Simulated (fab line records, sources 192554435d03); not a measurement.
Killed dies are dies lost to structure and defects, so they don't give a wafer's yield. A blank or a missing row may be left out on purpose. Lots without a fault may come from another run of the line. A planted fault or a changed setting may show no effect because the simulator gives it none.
Split-lot experiment | flow n5_finfet | 7 lots, 21 wafers read, on a route of 1938 steps

THE SPLIT
At N5_BEOL_M15_SPUTTER_44 (material Ta, target thk 15 nm, time 24.19 s), the setting power_w was moved away from the recipe's 15000 W on 11 of the 21 wafers read, by -17.8% to +11.6%. The other wafers ran this setting at the recipe's value.

The reading is taken at the split's own step.

THE READING
Ta_of_BEOL_M15_SPUTTER_44.thk_nm (the simulator's own value, which no gauge read), in nm, at N5_BEOL_M15_SPUTTER_44 (material Ta, target thk 15 nm, time 24.19 s). The file gives no usual value for it. The 10 wafers here that ran the recipe average 15.0 nm, standard deviation 0.15 nm.

wafer  | tool, chamber at the split | power_w as run, W | against the recipe | Ta_of_BEOL_M15_SPUTTER_44.thk_nm, nm | against lot-mates on the recipe
L074.2 | pvd_sputter-01, -          | 16540             | +10.3%             | 16.4                                 | no lot-mate on the recipe
L074.4 | pvd_sputter-01, -          | 16540             | +10.3%             | 16.4                                 | no lot-mate on the recipe
L074.3 | pvd_sputter-01, -          | 16540             | +10.3%             | 16.6                                 | no lot-mate on the recipe
L075.4 | pvd_sputter-02, -          | 15000             | recipe             | 15                                   | -
L075.6 | pvd_sputter-02, -          | 15000             | recipe             | 15                                   | -
L075.5 | pvd_sputter-02, -          | 15000             | recipe             | 14.8                                 | -
L078.1 | pvd_sputter-03, -          | 15000             | recipe             | 15                                   | -
L078.2 | pvd_sputter-03, -          | 15000             | recipe             | 15.2                                 | -
L078.5 | pvd_sputter-03, -          | 14000             | -6.7%              | 13.8                                 | -1.3
L080.2 | pvd_sputter-02, -          | 12330             | -17.8%             | 12.4                                 | no lot-mate on the recipe
L080.6 | pvd_sputter-02, -          | 12330             | -17.8%             | 12.4                                 | no lot-mate on the recipe
L080.5 | pvd_sputter-02, -          | 12330             | -17.8%             | 12.6                                 | no lot-mate on the recipe
L086.2 | pvd_sputter-03, -          | 15000             | recipe             | 15                                   | -
L086.3 | pvd_sputter-03, -          | 15000             | recipe             | 14.8                                 | -
L086.5 | pvd_sputter-03, -          | 15000             | recipe             | 14.8                                 | -
L092.1 | pvd_sputter-02, -          | 16740             | +11.6%             | 17                                   | no lot-mate on the recipe
L092.5 | pvd_sputter-02, -          | 16740             | +11.6%             | 17                                   | no lot-mate on the recipe
L092.6 | pvd_sputter-02, -          | 16740             | +11.6%             | 17                                   | no lot-mate on the recipe
L093.1 | pvd_sputter-02, -          | 15000             | recipe             | 15.2                                 | -
L093.2 | pvd_sputter-02, -          | 15000             | recipe             | 15.2                                 | -
L093.6 | pvd_sputter-02, -          | 12760             | -14.9%             | 12.8                                 | -2.4

THE FIT
A straight line over all 21 wafers: Ta_of_BEOL_M15_SPUTTER_44.thk_nm changes by +0.15 nm for each +1% of power_w; r = +0.99; the points scatter about the line by 0.17 nm.
The same after taking each lot's own level away (the mean of its wafers on the recipe; 12 wafers): +0.166 nm for each +1%; r = +0.99; scatter 0.11 nm.
On that fit, the largest move of power_w shifts the reading by 2.9 nm.
The lots' own levels span 14.87 to 15.20 nm, that is 2.2 times the standard deviation above.
So the lot-to-lot level changes the slope little: the two slopes agree.
Check: with one of the wafers moved furthest among these (-14.9%) left out of the fit, the line predicts -2.91 nm for it against its lot-mates. It came out at -2.4 nm against them.

OTHER SPLITS ON THESE WAFERS
These wafers also went through other splits before the reading. Each is held against what the fit with the lots' levels taken away leaves over:
other split on the same wafers    | wafers away from the commonest value | r with Ta_of_BEOL_M15_SPUTTER_44.thk_nm (lot level and that fit taken away)
N5_BEOL_M14_TRENCH_ETCH_34 time_s | 6                                    | -0.15
N5_BEOL_M14_DEP_53 time_s         | 8                                    | -0.33

THE FILE'S OWN FIT
Ta_of_BEOL_M15_SPUTTER_44.thk_nm changes by +0.166 nm for each +1% of power_w, r = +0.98.
